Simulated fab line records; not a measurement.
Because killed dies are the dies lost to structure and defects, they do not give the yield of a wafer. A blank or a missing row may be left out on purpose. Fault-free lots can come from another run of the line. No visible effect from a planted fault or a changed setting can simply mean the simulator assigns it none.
Matching of chambers ; flow n5 finfet ; 4 sister chambers for N5_MOL_CONTACT_COAG_ETCHBACK_132 on rie diel-06
The step etches SiO2 in CHF3, target depth 10 nm, time 6.7 s. 4 wafers are shown with their chamber, then 11 later ones without.

WAFERS, EACH WITH ITS CHAMBER
wafer;chamber;drypump motor current A (A)
L081.1;2;5.4
L087.5;3;6.7
L087.6;0;5.5
L089.1;1;5.3

WAFERS MISSING THEIR CHAMBER
wafer;drypump motor current A (A)
L089.3;5.5
L089.6;5.4
L091.1;5.4
L091.5;5.5
L091.6;6.8
L094.2;6.8
L094.4;5.4
L094.6;5.5
L095.1;6.8
L095.4;5.5
L095.6;5.5

WHICH CHAMBER EACH WENT THROUGH
wafer;from the rows above;in truth
L089.3;can't be placed: 0 or 2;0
L089.6;can't be placed: 2 or 0 or 1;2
L091.1;can't be placed: 2 or 0 or 1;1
L091.5;can't be placed: 0 or 2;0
L091.6;3;3
L094.2;3;3
L094.4;can't be placed: 2 or 0 or 1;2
L094.6;can't be placed: 0 or 2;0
L095.1;3;3
L095.4;can't be placed: 0 or 2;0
L095.6;can't be placed: 0 or 2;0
3 of 11 placed correctly. From these rows, 8 cannot be placed; in 8 the true chamber is one of the candidates. 0 placed wrongly.
How it was worked out, from the rows above alone: a wafer's distance from a chamber is the root of the sum, over the readings, of the square of ((its reading less the chamber's mean) divided by the reading's scatter). The wafer belongs to the nearest chamber; if the next one is less than 2 further off, it can't be placed. A chamber's mean is the mean of its shown wafers. The scatter (one wafer shown for each chamber): square how far every hidden wafer sits from the nearest shown wafer, average those squares and take the square root.
